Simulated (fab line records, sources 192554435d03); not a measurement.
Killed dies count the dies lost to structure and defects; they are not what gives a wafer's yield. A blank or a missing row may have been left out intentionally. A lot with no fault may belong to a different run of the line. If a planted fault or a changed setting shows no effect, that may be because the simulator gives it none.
Problem report in the 8D (eight disciplines) form, filled by code + flow n5 finfet + the parts of the form that need people (team, actions taken, sign-off) are left out

== 1. PROBLEM STATEMENT ==
Mean of cd nm at N5_MOL_CONTACT_COAG_CD_MEAS_84: 22.45 nm across 6 wafers in 2 lots; on wafers with no fault it is 25.17 nm (standard deviation 0.21). That is -13 standard deviations from the usual mean.
The step: target cd 25.1 nm.
First observed at day 10 07:46: wafer L482.3, on cd sem-01. Wafers with a number at this step in the record: 27, from 9 lots. The rule behind "out" and "out of limits": a value lying over 4 standard deviations away from the usual mean. Any other wafer with a number is counted as sound.

== 2. WHAT IT IS, AND WHAT IT ISN'T ==
| question                    | is                     | is not                                                              |
|-----------------------------|------------------------|---------------------------------------------------------------------|
| which readings at this step | cd nm                  | -                                                                   |
| which lots                  | L482, L483             | L466, L467, L471, L472, L477, L478, L485                            |
| which wafers of those lots  | all that have a number | -                                                                   |
| read on which gauges        | cd sem-01, cd sem-02   | cd sem-03                                                           |
| when                        | from day 10 07:46      | up to then (18 sound wafers); but 3 sound wafers of L485 came after |

== 3. SUSPECTS, AND WHAT RULES EACH OUT ==
Counting: a tool at any process step up to the reading remains a suspect when it ran all the lots that are out and ran no sound lot after the first of those.
- the gauge at N5_MOL_CONTACT_COAG_CD_MEAS_84: ruled out. 2 gauges (cd sem-01, cd sem-02) read the wafers that are out.
- cvd co-01 at N5_MOL_CONTACT_COAG_CO_FILL_22 (material Co, precursor CCTBA/H2, target thk 20 nm): ruled out as a lasting fault. Following L482 (day 9 21:17), the first lot on it that is out, the sound lots L485 were run on it.
- euv scanner-01 at N5_MOL_CONTACT_COAG_EXPOSE_81 (exposes mask VG, defocus 0 nm): kept. All lots that are out passed through it, beginning with L482 at day 10 07:38, and no sound lot followed; its final sound lot before that point was L478 at day 9 01:30. On those wafers its own readings are out: exposure dose mJ cm2.
The count leaves euv scanner-01 at N5_MOL_CONTACT_COAG_EXPOSE_81.

== 4. THE CAUSE (what the simulator had put in) ==
Process parameter drift: euv scanner-01, from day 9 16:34 on, at N5_MOL_CONTACT_COAG_EXPOSE_81. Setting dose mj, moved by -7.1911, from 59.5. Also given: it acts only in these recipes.
The count eliminated every tool but this one.

== 5. SEQUENCE OF EFFECTS, ordered by route ==
Rows list readings where the struck wafers' mean (over those with a number) sits beyond 3 standard deviations from the usual. Only readings whose record carries a usual standard deviation are examined. hours: median over the lots of the time between each lot's start at the first step of this table that gives one and its start at this step. sigmas: the change, counted in usual standard deviations.
| hours | step                            | reading              | usual    | on struck wafers | change | sigmas      |
|-------|---------------------------------|----------------------|----------|------------------|--------|-------------|
| 0     | N5_MOL_CONTACT_COAG_EXPOSE_81   | exposure dose mJ cm2 | 59.48    | 52.29            | -7.19  | -99 or more |
| 0     | N5_MOL_CONTACT_COAG_CD_MEAS_84  | cd nm                | 25.17 nm | 22.45            | -2.72  | -13         |
| 1     | N5_MOL_CONTACT_COAG_CD_MEAS_137 | cd nm                | 16.0 nm  | 13.0             | -3.0   | -7.5        |
| 211   | N5_PASSIVATION_PROBE_49         | killed at contacts   | 11       | 1027             | +1016  | +99 or more |
| 211   | N5_PASSIVATION_PROBE_49         | killed dies          | 106      | 1123             | +1017  | +60         |
| 211   | N5_PASSIVATION_PROBE_49         | killed on rim        | 14       | 145              | +131   | +35         |
Here are the process steps it includes:
- N5_MOL_CONTACT_COAG_EXPOSE_81: exposes mask VG, defocus 0 nm.
- N5_PASSIVATION_PROBE_49

== 6. WHAT WOULD HAVE CAUGHT IT SOONER ==
The first out-of-limits reading at a measuring or inspecting step in this record came at day 10 07:46, 15 hours after the fault's start at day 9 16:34.
The tool's own readings at N5_MOL_CONTACT_COAG_EXPOSE_81 were out on every struck wafer that the step has a row for (exposure dose mJ cm2): an alarm limit on them would have fired on the first of those.
The start of N5_MOL_CONTACT_COAG_EXPOSE_81 on euv scanner-01 came by day 10 07:46 for every one of the lots that are out (2). A hold on the tool at that time would have spared none of them.
